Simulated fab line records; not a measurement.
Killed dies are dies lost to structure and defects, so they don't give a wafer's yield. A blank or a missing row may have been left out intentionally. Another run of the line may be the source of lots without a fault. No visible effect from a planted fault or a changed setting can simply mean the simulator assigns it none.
Which tool did it? + flow n5-finfet + 24 lots, 72 wafers sampled, at 1 step of a route of 1938

WHAT THE GAUGES SHOWED, per wafer
N5_BEOL_M5_CD_MEAS_11: the cd target is 27.74 nm. Usual: 28.1 nm for cd-nm, sd 0.3.
| lot  | measured     | on        | cd-nm (nm)     | flag |
|------|--------------|-----------|----------------|------|
| L074 | day 7 23:04  | cd-sem-03 | 28.0 27.7 28.1 |      |
| L075 | day 8 08:25  | cd-sem-02 | 28.5 28.5 28.1 |      |
| L076 | day 8 08:35  | cd-sem-02 | 28.2 28.1 28.5 |      |
| L077 | day 8 17:38  | cd-sem-02 | 28.4 28.7 28.1 |      |
| L078 | day 8 20:53  | cd-sem-02 | 28.1 28.4 27.8 |      |
| L079 | day 9 02:54  | cd-sem-01 | 28.0 28.0 27.7 |      |
| L080 | day 9 09:22  | cd-sem-03 | 28.2 28.3 28.3 |      |
| L082 | day 9 12:06  | cd-sem-02 | 28.0 27.9 27.9 |      |
| L081 | day 9 17:43  | cd-sem-03 | 28.0 27.7 27.5 |      |
| L083 | day 9 19:07  | cd-sem-03 | 28.0 28.4 28.4 |      |
| L084 | day 10 01:04 | cd-sem-03 | 28.9 28.0 28.3 |      |
| L088 | day 12 23:23 | cd-sem-01 | 27.8 27.7 27.8 |      |
| L095 | day 13 02:28 | cd-sem-03 | 27.9 28.1 28.9 |      |
| L094 | day 13 06:49 | cd-sem-03 | 28.3 28.4 28.3 |      |
| L090 | day 13 10:50 | cd-sem-01 | 28.6 28.0 28.5 |      |
| L085 | day 13 11:01 | cd-sem-02 | 27.8 27.7 27.6 |      |
| L089 | day 13 19:31 | cd-sem-01 | 27.6 27.8 28.0 |      |
| L092 | day 13 22:14 | cd-sem-03 | 28.3 28.2 28.0 |      |
| L091 | day 14 04:17 | cd-sem-01 | 27.8 28.1 28.7 |      |
| L087 | day 14 10:05 | cd-sem-02 | 27.6 28.3 28.1 |      |
| L093 | day 14 12:53 | cd-sem-03 | 27.9 28.1 27.6 |      |
| L096 | day 14 14:38 | cd-sem-01 | 28.3 27.9 28.1 |      |
| L086 | day 14 17:42 | cd-sem-02 | 28.2 28.4 28.0 |      |
| L097 | day 15 07:35 | cd-sem-03 | 28.4 28.6 28.2 |      |

WHAT TOOL EACH LOT RAN ON (gives the tool, then ch and the chambers of the sampled wafers, and finally the start)
No process step before these readings appears in the record.

AS READ BY THE TOOLS THEMSELVES (means over the sampled wafers that have a number; for cases with no such wafer, the mark the record gives instead)
The record holds no such reading with a usual standard deviation.

THE ANSWER, worked out from the rows above alone
Rule: lot off if the mean of its wafers having a number is beyond 3 standard deviations from the usual mean. A lot without any number at a reading at which 4 lots or more have one is off too. The other lots that the step has rows for count as sound. Order of review: gauges by route order, followed by the tools' own readings, for which a lot's mean as printed above is used. At the first step where some lot is off, the reading lying furthest off is the one used; lots without a number count as furthest.
No lot is off on any of the readings shown, so nothing can be concluded from this.

WHAT HAD BEEN PUT IN BY THE SIMULATOR
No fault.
